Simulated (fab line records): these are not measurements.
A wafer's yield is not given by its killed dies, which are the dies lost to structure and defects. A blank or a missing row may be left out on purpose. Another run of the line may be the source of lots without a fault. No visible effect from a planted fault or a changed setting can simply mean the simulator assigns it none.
Chamber matching | flow n5 finfet | N5_GATE_CUT_STRIP_41 on rie diel-04 has 4 sister chambers
The step strips in CF4. 8 wafers are shown with their chamber, then 10 later ones without.

== EACH WAFER AND ITS CHAMBER ==
wafer  | chamber | drypump motor current A (A) | throttle valve pct (%)
L078.2 | 3       | 5.9                         | 13.81
L081.6 | 3       | 5.9                         | 13.84
L082.1 | 2       | 4.8                         | 13.74
L082.5 | 2       | 4.9                         | 13.74
L085.3 | 1       | 6.3                         | 13.50
L085.5 | 0       | 5.3                         | 13.57
L086.1 | 1       | 6.3                         | 13.51
L086.2 | 0       | 5.3                         | 13.57

== WAFERS MISSING THEIR CHAMBER ==
wafer  | drypump motor current A (A) | throttle valve pct (%)
L086.6 | 5.9                         | 13.87
L088.1 | 5.3                         | 13.58
L088.2 | 4.9                         | 13.74
L088.5 | 6.3                         | 13.51
L094.3 | 5.9                         | 13.89
L094.4 | 4.9                         | 13.77
L094.6 | 6.3                         | 13.54
L095.1 | 5.3                         | 13.60
L095.5 | 5.9                         | 13.90
L095.6 | 5.3                         | 13.61

== CHAMBER TAKEN BY EACH ==
wafer  | from the rows above | in truth
L086.6 | 3                   | 3
L088.1 | 0                   | 0
L088.2 | 2                   | 2
L088.5 | 1                   | 1
L094.3 | 3                   | 3
L094.4 | 2                   | 2
L094.6 | 1                   | 1
L095.1 | 0                   | 0
L095.5 | 3                   | 3
L095.6 | 0                   | 0
10 of 10 placed correctly. Number that these rows cannot place: 0. Placed wrongly: 0.
How it was worked out, from the rows above alone: a wafer's distance from a chamber is the root of the sum, over the readings, of the square of ((its reading less the chamber's mean) divided by the reading's scatter). The wafer belongs to the nearest chamber; if the next one is less than 2 further off, it can't be placed. For every chamber, the mean is computed from those of its wafers that are shown. The scatter: the root of (the sum of the squares of (reading less its chamber's mean) over the shown wafers, divided by (wafers less chambers)).
